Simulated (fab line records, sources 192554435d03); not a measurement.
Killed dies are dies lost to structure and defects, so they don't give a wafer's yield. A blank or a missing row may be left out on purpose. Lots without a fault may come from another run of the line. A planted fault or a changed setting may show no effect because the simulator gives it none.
fab line records | flow n5_finfet
record lots=7 wafers=39
route steps=1938 shown WELL_APT@47 FIN_CUT@173 DUMMY_GATE@228 SD_EPI_N@288 HKMG_FIN@406 MOL_CONTACT_COAG@538 BEOL_M4@1111
start_h: hours from the record's first day to the start of the lot's first wafer shown | wait_h: hours since the lot's step before | " the same as in the row above | L1.1+2: a row that stands for several wafers | - no value, or no start given | * or withheld: withheld | < > ~ a bound
route shown NAME@n: a module of which the file shows steps, and the number in the route of the first | usual: mean/standard deviation of fault-free wafers | same: alike in all rows | chamber/n: place in a boat | sites: the reading at each site | _std_site: their standard deviation | _edge_site: outer sites' mean less inner sites' | radius_mm: how far each site lies from the wafer's centre | mask NAME#n: copy n | behind: the tool/chamber that last shaped the wafer | hold: why the lot was held/for how many hours/how that ended | device: the transistor (n, p or np) that didn't switch | end of line: the same wafers' tests at the end of the route | a step without rows: its recipe alone | killed: dies lost to structure and defects at the first sort, not the wafer's yield | map: a wafer's dies, x killed, . not, _ none there
set.NAME: the setting as run; set.NAME@STEP: as run at that earlier step | model.NAME: the simulator's own value behind a step, which no gauge read
lots whose settings were changed on purpose; a table a step, a row a wafer
## steps
# step N5_WELL_APT_IMPLANT_31
# recipe species=B energy_kev=60 dose_cm2=1.5e+13 tilt_deg=0 rotation_deg=0
# step N5_FIN_CUT_CUT_ETCH_26
# recipe chemistry=CH3F/O2 target=SiNx target_depth_a=390 mask_material=SOC time_s=55.7 pressure_mtorr=30 source_w=395 bias_w=73 Ar_flow_sccm=150 CH3F_flow_sccm=30 O2_flow_sccm=20 ion_energy_ev=120
# step N5_DUMMY_GATE_EXPOSE_12
# recipe mask_id=GATE na=0.33 source_shape=annular sigma_inner=0.2 sigma_outer=0.6 polarization=unpolarized target_cd_nm=25 dose_mj=34
# step N5_DUMMY_GATE_ETCH_31
# recipe chemistry=C4F6/O2 target=SiO2 mask_material=SOC target_depth_a=825 time_s=27.5 ion_energy_ev=250 pressure_mtorr=30 source_w=345 bias_w=185 Ar_flow_sccm=300 C4F6_flow_sccm=10 O2_flow_sccm=10
# step N5_DUMMY_GATE_ETCH_32
# recipe chemistry=CF4 target=SiO2 target_depth_a=35 time_s=3.9 ion_energy_ev=350 pressure_mtorr=10 icp_w=800 bias_w=400 cf4_flow_sccm=80
# step N5_SD_EPI_N_EPI_21
# recipe material=Si:P dopant=P temp_c=680 pressure_torr=255 time_s=690
# step N5_HKMG_FIN_ETCH_58
# recipe chemistry=N2/H2 target=SOC target_depth_a=2158 ion_energy_ev=50 bias_w=13 time_s=741 pressure_mtorr=30 source_w=875 n2_flow_sccm=200 h2_flow_sccm=200
# step N5_MOL_CONTACT_COAG_ETCH_110
# recipe chemistry=CF4/O2 target=Si target_depth_a=25 time_s=8 pressure_mtorr=100 source_w=200 bias_w=12 ion_energy_ev=60 Ar_flow_sccm=100 cf4_flow_sccm=100 O2_flow_sccm=10
# step N5_MOL_CONTACT_COAG_ALD_20
# recipe material=TiN target_thk_a=15 temp_c=400 ald_precursor_family=TiCl4 ald_co_reactant=NH3 pulse_time_s=1 purge_time_s=3 co_reactant_purge_time_s=2 co_reactant_pulse_time_s=2 ald_cycles=68 pressure_torr=3
# step N5_BEOL_M4_RC_MEAS_101
# usual DIBL_N=36.1/1.4 DIBL_P=36.3/1.4 IOFF_N_85C=3.0/0.35 RS_PWELL=3008/24 RS_SD_N=28.3/0.46 SS_P=73.3/0.5
# columns lot.wafer tool chamber start_h wait_h set.dose_cm2@WELL_APT_IMPLANT_31 set.time_s@FIN_CUT_CUT_ETCH_26 set.dose_mj@DUMMY_GATE_EXPOSE_12 set.target_depth_a@DUMMY_GATE_ETCH_31 set.time_s@DUMMY_GATE_ETCH_32 set.temp_c@SD_EPI_N_EPI_21 set.source_w@HKMG_FIN_ETCH_58 set.bias_w@MOL_CONTACT_COAG_ETCH_110 set.ald_cycles@MOL_CONTACT_COAG_ALD_20 DIBL_N[mV/V] DIBL_P[mV/V] IOFF_N_85C[nA/um] RS_PWELL[ohm/sq] RS_SD_N[ohm/sq] SS_P[mV/dec]
L078.1 prober-02 0 211.08 0.0 1.5e+13 55.7 34 795.8 3.9 680 875 12 65 35.4 35.2 3.1 3012 28.2 73.5
L078.2 " 0 " " 1.5e+13 55.7 35.06 795.8 3.9 680 875 12.87 68 35.0 34.9 2.9 3026 28.0 73.8
L078.3 " 0 " " 1.577e+13 61.1 34 825 3.9 680 875 12 68 33.8 33.4 2.6 2959 28.6 72.8
L078.4 " 0 " " 1.5e+13 61.1 35.06 825 3.9 680 875 12.87 65 37.7 37.7 3.8 3010 28.5 73.7
L078.5 " 0 " " 1.577e+13 55.7 34 825 3.9 680 875 12.87 68 34.6 34.2 2.9 2964 28.5 72.8
L078.6 " 0 " " 1.577e+13 61.1 35.06 795.8 3.9 680 875 12 65 37.4 37.6 3.6 2932 28.2 74.7
L080.1 prober-01 0 221.92 0.0 1.289e+13 55.7 34 924.3 3.9 684.1 875 10.03 64 36.3 36.6 2.9 3257 27.2 73.5
L080.2 " 0 " " 1.5e+13 60.25 34 924.3 3.9 680 875 12 68 38.0 38.7 3.5 2966 28.5 74.2
L080.3 " 0 " " 1.289e+13 60.25 34 924.3 4.317 680 875 10.03 68 37.4 37.7 3.1 3236 28.9 73.1
L080.4 " 0 " " 1.5e+13 60.25 34 825 4.317 684.1 875 12 64 36.3 36.5 2.8 2998 26.4 73.3
L080.5 " 0 " " 1.289e+13 55.7 34 825 3.9 680 875 10.03 64 35.3 35.2 2.7 3241 28.8 73.0
L080.6 " 0 " " 1.5e+13 55.7 34 825 4.317 684.1 875 12 68 36.0 36.0 2.9 2981 27.3 73.4
L088.1 prober-02 0 271.42 0.0 1.5e+13 55.7 31.55 739.2 3.9 677.6 875 12 68 31.2 31.0 2.1 3013 29.5 71.5
L088.2 " 0 " " 1.5e+13 55.7 34 825 3.9 680 875 12 74 35.6 36.4 3.2 2992 28.2 72.6
L088.3 " 0 " " 1.5e+13 55.7 34 825 3.9 677.6 974.4 12 74 35.5 36.4 3.2 3027 29.0 73.8
L088.4 " 0 " " 1.5e+13 55.7 31.55 739.2 3.229 680 974.4 12 74 32.1 32.0 2.4 3018 28.7 72.3
L088.5 " 0 " " 1.5e+13 55.7 34 739.2 3.229 680 875 12 68 35.8 36.7 3.2 3000 28.1 73.3
L088.6 " 0 " " 1.5e+13 55.7 31.55 825 3.229 677.6 974.4 12 68 31.2 31.3 2.2 2986 29.5 72.2
L085.1 prober-01 0 272.23 0.0 1.5e+13 55.7 36.05 825 3.9 684.6 875 12 68 39.0 39.7 4.2 3044 25.0 74.5
L085.2 " 0 " " 1.599e+13 55.7 34 825 3.9 684.6 875 13.89 59 35.4 36.3 3.1 2898 25.7 73.7
L085.3 " 0 " " 1.5e+13 55.7 34 915.4 3.9 680 875 12 59 35.3 35.8 2.9 3033 27.9 73.3
L085.4 " 0 " " 1.5e+13 55.7 34 825 3.9 680 734.6 12 59 36.6 36.9 3.3 3015 27.9 73.8
L085.5 " 0 " " 1.599e+13 55.7 36.05 915.4 3.9 680 734.6 13.89 68 39.1 40.8 4.1 2919 27.7 74.6
L085.6 " 0 " " 1.599e+13 55.7 36.05 915.4 3.9 684.6 734.6 13.89 68 38.7 40.0 4.1 2913 25.3 74.1
L090.1 prober-01 0 303.57 0.0 1.5e+13 46.78 34 825 3.097 681.8 875 12 68 35.7 36.7 3.2 3055 27.2 73.0
L090.2 " 0 " " 1.5e+13 55.7 34 825 3.9 681.8 958.3 13.59 61 35.6 36.2 3.0 3016 27.1 73.0
L090.3 " 0 " " 1.5e+13 46.78 34 728.6 3.097 680 958.3 13.59 61 36.4 37.2 3.5 3033 28.4 73.8
L090.4 " 0 " " 1.5e+13 46.78 34 728.6 3.9 680 875 12 61 34.4 35.7 2.9 3009 28.6 73.3
L090.5 " 0 " " 1.5e+13 55.7 34 728.6 3.9 681.8 958.3 12 68 35.9 36.5 3.2 3017 27.4 73.3
L090.6 " 0 " " 1.5e+13 55.7 34 825 3.097 680 875 13.59 68 35.6 37.2 3.1 3040 28.4 73.4
L093.1 prober-01 0 311.32 0.0 1.5e+13 55.7 34 825 3.9 680 875 12 68 33.9 35.8 2.5 2981 29.0 73.9
L093.2 " 0 " " 1.5e+13 55.7 34 825 3.9 680 875 12 68 35.0 36.6 2.5 2986 29.0 72.9
L093.4 " 0 " " 1.5e+13 55.7 34 825 3.9 680 875 12 68 32.7 34.0 2.2 2982 29.2 72.7
L096.1 prober-01 0 339.56 0.0 1.378e+13 47.7 34 825 3.268 680 875 9.857 68 36.1 35.3 2.8 3185 28.3 73.3
L096.2 " 0 " " 1.378e+13 47.7 34 775 3.9 680 997.8 9.857 68 37.3 37.3 3.3 3170 28.6 73.4
L096.3 " 0 " " 1.5e+13 55.7 34 825 3.9 680 875 9.857 68 38.4 39.0 3.8 3043 28.4 74.1
L096.4 " 0 " " 1.5e+13 55.7 34 825 3.9 680 997.8 12 68 36.3 36.1 2.9 3030 28.6 73.2
L096.5 " 0 " " 1.5e+13 47.7 34 775 3.268 680 997.8 12 68 37.1 37.3 3.2 3029 28.6 73.5
L096.6 " 0 " " 1.378e+13 55.7 34 775 3.268 680 875 12 68 37.1 37.4 3.3 3151 28.2 73.2
## key
split step=N5_WELL_APT_IMPLANT_31 setting=dose_cm2 stated_as=1.5e+13
response step=N5_BEOL_M4_RC_MEAS_101 reading=RS_PWELL slope=-16.9 per=1% together_with=all explained=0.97
split step=N5_FIN_CUT_CUT_ETCH_26 setting=time_s stated_as=55.7
response none clear
split step=N5_DUMMY_GATE_EXPOSE_12 setting=dose_mj stated_as=34
response step=N5_BEOL_M4_RC_MEAS_101 reading=DIBL_N slope=+0.613 per=1% together_with=all explained=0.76
response step=N5_BEOL_M4_RC_MEAS_101 reading=DIBL_P slope=+0.73 per=1% together_with=all explained=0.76
response step=N5_BEOL_M4_RC_MEAS_101 reading=IOFF_N_85C slope=+0.156 per=1% together_with=all explained=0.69
response step=N5_BEOL_M4_RC_MEAS_101 reading=SS_P slope=+0.239 per=1% together_with=all explained=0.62
split step=N5_DUMMY_GATE_ETCH_31 setting=target_depth_a stated_as=825
response none clear
split step=N5_DUMMY_GATE_ETCH_32 setting=time_s stated_as=3.9
response none clear
split step=N5_SD_EPI_N_EPI_21 setting=temp_c stated_as=680
response step=N5_BEOL_M4_RC_MEAS_101 reading=RS_SD_N slope=-3.24 per=1% together_with=all explained=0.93
split step=N5_HKMG_FIN_ETCH_58 setting=source_w stated_as=875
response none clear
split step=N5_MOL_CONTACT_COAG_ETCH_110 setting=bias_w stated_as=12
response none clear
split step=N5_MOL_CONTACT_COAG_ALD_20 setting=ald_cycles stated_as=68
response none clear
